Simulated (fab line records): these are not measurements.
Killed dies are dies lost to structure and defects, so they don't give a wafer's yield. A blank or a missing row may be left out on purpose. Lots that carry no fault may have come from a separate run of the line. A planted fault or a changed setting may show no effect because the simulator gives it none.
fab line records | flow n5-finfet
record: lots: 4 wafers: 12 last-day: 18
route steps=1938 shown WELL_APT@21 PMOS_HMC_CHANNEL_EPI@57 BEOL_M4@1111 PASSIVATION@1936
lots that met no fault: from a run of the same line without faults
start-h: hours from the record's first day to the start of the lot's first wafer shown | wait-h: time in hours since the lot's previous step | " same as the row above | L1.1+2: a row that stands for several wafers | - no value, or no start given | * or withheld: withheld | < > ~ a bound
route shown NAME@n: NAME is a module with steps in the file, n the number in the route of the first one | usual: mean and standard deviation over wafers with no fault | same: alike in all rows | chamber/n: place in a boat | sites: per-site readings | _std_site: how widely they spread, as a standard deviation | _edge_site: mean of outer sites minus mean of inner sites | radius-mm: for every site, how far away it sits from the centre of the wafer | mask NAME#n: copy n | behind: the most recent tool/chamber to have shaped the wafer | hold: the reason the lot was held/the length of the hold in hours/how it ended | device: the transistor (n, p or np) that didn't switch | end of line: tests of these same wafers at the route's end | a step without rows: its recipe alone | killed: at the first sort, the dies lost to defects and structure; wafer yield is something else | map: dies across one wafer; x = killed, . = not, _ = none there
set.NAME: the setting that was run; set.NAME@STEP: the one run at that earlier step | model.NAME: the simulator's own value behind a step, which no gauge read
a table for each step, a row for each wafer; lots at some steps of the route
services: from which hour (start-h, from the record's first day; less than 0 if before it) a tool's chamber was out of use, for how many hours, and why
== steps ==
step: N5_WELL_APT_COAT_02
recipe: spin-rpm: 1357 resist-thk-nm: 950
step: N5_WELL_APT_EBR_04
recipe: solvent: PGMEA ebr-width-mm: 1.5
step: N5_WELL_APT_SOFTBAKE_03
recipe: temp-c: 130 time-s: 60
step: N5_WELL_APT_EXPOSE_05
recipe: mask-id: NWELL na: 0.8 source-shape: conventional sigma-outer: 0.8 polarization: unpolarized defocus-nm: 0 target-cd-nm: 200 dose-mj: 20.3
step: N5_WELL_APT_PEB_06
recipe: peb-temp-c: 130 peb-time-s: 90
step: N5_WELL_APT_DEVELOP_07
recipe: develop-time-s: 45 rinse-liquid: surfactant-rinse dry: air-spin dev-temp-c: 21
step: N5_WELL_APT_HARDBAKE_12
recipe: temp-c: 130 time-s: 120
step: N5_WELL_APT_DESCUM_13
recipe: chemistry: O2 time-s: 7.9 source-power-w: 50 bias-power-w: 20 pressure-mtorr: 20 rf-frequency-hz: 2.712e+07 temp-c: 40 o2-flow-sccm: 225
step: N5_WELL_APT_IMPLANT_14
recipe: species: P energy-kev: 160 dose-cm2: 1.5e+13 tilt-deg: 0 rotation-deg: 0
step: N5_WELL_APT_IMPLANT_15
recipe: species: As energy-kev: 25 dose-cm2: 1.5e+13 tilt-deg: 0 rotation-deg: 0
usual: beam-energy-keV: 24.999/0.0073 dose-ions-cm2: 1.4998e+13/1.5e+10 faraday-current-uA: 190/4
columns lot.wafer tool chamber start-h wait-h beam-energy-keV dose-ions-cm2 faraday-current-uA
L169.3 implanter-02 0 20.23 0.1 25.000 1.4979e+13 189
L169.4 " 0 " " 24.995 1.5006e+13 184
L169.5 " 0 " " 24.987 1.4991e+13 187
L184.1 implanter-02 0 110.82 0.1 25.017 1.1787e+13 149
L184.3 " 0 " " 25.005 1.1785e+13 154
L184.5 " 0 " " 24.996 1.1796e+13 150
L186.1 implanter-02 0 122.36 0.1 25.004 1.1816e+13 148
L186.3 " 0 " " 25.001 1.1796e+13 151
L186.5 " 0 " " 24.999 1.181e+13 142
L191.1 implanter-01 0 152.20 0.1 25.005 1.4987e+13 191
L191.3 " 0 " " 24.994 1.5006e+13 199
L191.5 " 0 " " 24.994 1.5002e+13 192
step: N5_WELL_APT_STRIP_16
recipe: chemistry: SPM time-s: 900 temp-c: 130 h2so4-h2o2-vol-ratio: 4 dry: ipa-marangoni
step: N5_WELL_APT_HMDS_18
recipe: time-s: 60 temp-c: 120
step: N5_WELL_APT_COAT_19
recipe: spin-rpm: 1357 resist-thk-nm: 950
step: N5_WELL_APT_EBR_21
recipe: solvent: PGMEA ebr-width-mm: 1.5
step: N5_WELL_APT_SOFTBAKE_20
recipe: temp-c: 130 time-s: 60
step: N5_WELL_APT_EXPOSE_22
recipe: mask-id: PWELL na: 0.8 source-shape: conventional sigma-outer: 0.8 polarization: unpolarized defocus-nm: 0 target-cd-nm: 200 dose-mj: 23.2
step: N5_WELL_APT_PEB_23
recipe: peb-temp-c: 130 peb-time-s: 90
step: N5_WELL_APT_DEVELOP_24
recipe: develop-time-s: 45 rinse-liquid: surfactant-rinse dry: air-spin dev-temp-c: 21
step: N5_WELL_APT_HARDBAKE_29
recipe: temp-c: 130 time-s: 120
step: N5_WELL_APT_DESCUM_30
recipe: chemistry: O2 time-s: 7.9 source-power-w: 50 bias-power-w: 20 pressure-mtorr: 20 rf-frequency-hz: 2.712e+07 temp-c: 40 o2-flow-sccm: 225
step: N5_WELL_APT_IMPLANT_31
recipe: species: B energy-kev: 60 dose-cm2: 1.5e+13 tilt-deg: 0 rotation-deg: 0
step: N5_WELL_APT_IMPLANT_32
recipe: species: BF2 energy-kev: 50 dose-cm2: 2e+13 tilt-deg: 0 rotation-deg: 0
step: N5_WELL_APT_STRIP_33
recipe: chemistry: SPM time-s: 900 temp-c: 130 h2so4-h2o2-vol-ratio: 4 dry: ipa-marangoni
step: N5_WELL_APT_RTA_34
recipe: temp-c: 1000 time-s: 10 ambient: N2 idle-temp-c: 600 ramp-up-c-per-s: 150 ramp-down-c-per-s: 60 cool-to-c: 600
step: N5_WELL_APT_OXIDE_STRIP_42
recipe: chemistry: dHF dilution: 25:1 time-s: 45 temp-c: 25 target: SiO2 target-depth-a: 120
step: N5_WELL_APT_PRECLEAN_36
recipe: chemistry: O3/DIW time-s: 45 temp-c: 22 o3-ppm: 10
step: N5_WELL_APT_PRECLEAN_39
recipe: chemistry: dHF time-s: 60 dilution: 150:1 temp-c: 25
step: N5_WELL_APT_SRD_37
recipe: dry: ipa-marangoni do-ppb: 5 time-s: 30 temp-c: 23 rinse-liquid: diw
step: N5_WELL_APT_EPI_41
recipe: material: Si target-thk-a: 500 temp-c: 650 precursor: SiH4/H2 pressure-torr: 20 time-s: 297.7
step: N5_PMOS_HMC_CHANNEL_EPI_HM_DEP_34
recipe: material: SiO2 target-thk-a: 360 temp-c: 400 precursor: TEOS/O2 pressure-torr: 6.5 rf-w: 900 teos-flow-sccm: 161.4 gas: O2 flow-sccm: 2650 time-s: 6.9
step: N5_PMOS_HMC_CHANNEL_EPI_COAT_31
recipe: resist: BARC temp-c: 205 time-s: 60 spin-rpm: 1500 resist-thk-nm: 66
step: N5_PMOS_HMC_CHANNEL_EPI_COAT_03
recipe: resist: CAR-ArF-block spin-rpm: 1500 resist-thk-nm: 205
step: N5_PMOS_HMC_CHANNEL_EPI_EBR_05
recipe: solvent: PGMEA ebr-width-mm: 1.5
step: N5_PMOS_HMC_CHANNEL_EPI_SOFTBAKE_04
recipe: temp-c: 110 time-s: 60 resist: CAR-ArF-block
step: N5_PMOS_HMC_CHANNEL_EPI_EXPOSE_06
recipe: mask-id: PMOS_HMC_BLK na: 1.35 source-shape: conventional sigma-outer: 0.8 polarization: unpolarized target-cd-nm: 240 dose-mj: 41
step: N5_BEOL_M4_RC_MEAS_101
usual: CJ_P: 5.81/0.2 DIBL_N: 36.5/1.8 DIBL_P: 36.5/2.1 IOFF_N: 0.17/0.031 IOFF_P: 0.22/0.036 ION_N: 677/11 ION_P: 463/8 SS_N: 71.6/0.61 SS_P: 73.3/0.63 VT_N: 249/3.1 VT_P: -250/3.3
columns lot.wafer tool chamber start-h wait-h CJ_P DIBL_N[mV/V] DIBL_P[mV/V] IOFF_N[nA/um] IOFF_P[nA/um] ION_N[uA/um] ION_P[uA/um] SS_N[mV/dec] SS_P[mV/dec] VT_N[mV] VT_P[mV]
L169.3 prober-01 0 176.51 0.3 5.48 39.0 39.2 0.22 0.24 690 465 72.4 74.2 241 -251
L169.4 " 0 " " 5.67 38.3 38.6 0.21 0.24 687 470 71.9 74.9 243 -251
L169.5 " 0 " " 5.81 38.2 38.3 0.21 0.22 696 466 71.7 73.3 243 -250
L184.1 prober-01 0 271.46 0.0 5.20 39.1 40.2 0.22 0.28 694 473 72.0 74.2 244 -248
L184.3 " 0 " " 5.51 36.1 36.5 0.15 0.20 671 462 71.2 72.9 250 -251
L184.5 " 0 " " 5.02 37.0 37.0 0.16 0.22 677 464 71.9 72.8 251 -249
L186.1 prober-02 0 277.34 0.0 5.44 40.0 39.9 0.21 0.26 674 459 72.4 74.4 246 -246
L186.3 " 0 " " 5.33 36.5 34.9 0.13 0.19 649 455 71.9 73.0 254 -251
L186.5 " 0 " " 5.26 38.7 38.7 0.17 0.23 680 468 72.4 73.4 249 -248
L191.1 prober-01 0 335.04 0.0 5.83 37.1 36.0 0.16 0.22 670 465 72.0 72.9 251 -249
L191.3 " 0 " " 5.38 36.2 33.9 0.13 0.18 651 451 72.0 72.9 257 -254
L191.5 " 0 " " 5.72 37.2 35.9 0.16 0.22 662 454 71.3 73.5 252 -250
step: N5_PASSIVATION_PROBE_49
usual: defect-limited-yield: 91.4/1.5 killed_at_M0_to_M3: 35/11 killed_at_M4_up: 16/7 killed-at-contacts: 11/5.3 killed-at-front-end: 37/11 killed-at-other: 3.1/2.8 killed-dies: 102/18 killed-open: 69/15 killed-short: 31/7.8 sort_bin_5_function: 5.1/1.1 sort_bin_6_memory: 3.2/0.69 sort-n-pass: 1078/18 sort-yield-pct: 91.4/1.5
same: gross-dies: 1180 killed-at-back-side: 0 sort_bin_4_leakage[%]: 0 sort_bin_8_speed[%]: 0
columns lot.wafer tool chamber start-h wait-h defect-limited-yield[%] killed_at_M0_to_M3 killed_at_M4_up killed-at-contacts killed-at-front-end killed-at-other killed-dies killed-open killed-short sort_bin_5_function[%] sort_bin_6_memory[%] sort-n-pass sort-yield-pct[%]
L184.1 prober-02 - 380.65 0.0 92.4 34 17 1 31 7 90 62 25 4.7 2.5 1090 92.4
L184.3 prober-02 - 380.75 0.1 90.3 41 13 4 44 12 114 75 38 5.7 3.5 1066 90.3
L184.5 prober-02 - 380.85 0.2 93.4 36 12 6 19 5 78 50 28 4.2 2.2 1102 93.4
killed by level:class
L184.1 STI_FIN_REVEAL:geometric-particle:open=11 BEOL_M4:geometric-particle:open=8 BEOL_M0:geometric-particle:open=7 BEOL_M0_SAQP:geometric-particle:open=6 BEOL_M3:geometric-particle:open=6 BEOL_M2:geometric-particle:open=5 FIN_SAQP:geometric-particle:open=4 BEOL_M0_SAQP:geometric-particle:short=4
L184.3 FIN_SAQP:geometric-particle:short=14 BEOL_M3:geometric-particle:open=14 BEOL_M2:geometric-particle:open=11 FIN_SAQP:geometric-particle:open=10 STI_FIN_REVEAL:geometric-particle:open=6 MIM_TOP:geometric-particle:short=5 BEOL_M4:geometric-particle:open=5 MOL_CONTACT_COAG:geometric-particle:open=4
L184.5 BEOL_M2:geometric-particle:open=12 BEOL_M2:geometric-particle:short=10 BEOL_M3:geometric-particle:open=8 BEOL_M4:geometric-particle:open=8 FIN_SAQP:geometric-particle:short=4 MOL_CONTACT_COAG:geometric-particle:open=4 STARTING-WAFER:geometric-particle:short=4 FIN_SAQP:geometric-particle:open=3
== services ==
columns tool chamber start-h hours kind
implanter-02 - 36.02 4.0 pm
== key ==
first-sign: step: N5_WELL_APT_IMPLANT_15 reading: dose-ions-cm2 direction: down sigmas: 99+ usual: 1.4998e+13 struck: 1.1798e+13
effect: step: N5_WELL_APT_IMPLANT_15 reading: faraday-current-uA direction: down sigmas: 10 usual: 190 struck: 149
effect: step: N5_BEOL_M4_RC_MEAS_101 reading: CJ_P direction: down sigmas: 2.6 usual: 5.81 struck: 5.29
met-at N5_WELL_APT_IMPLANT_15
struck-wafers L184.1,L184.3,L184.5,L186.1,L186.3,L186.5
onset-between 20.23 110.82
fault: kind: process-parameter-drift tool: implanter-02 chamber: - onset-h: 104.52 steps: N5_WELL_APT_IMPLANT_15 channel: dose-cm2 offset: -3.2091e+12 shape: step end-h: 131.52 acts-in: these-recipes-only stated: 1.5e+13
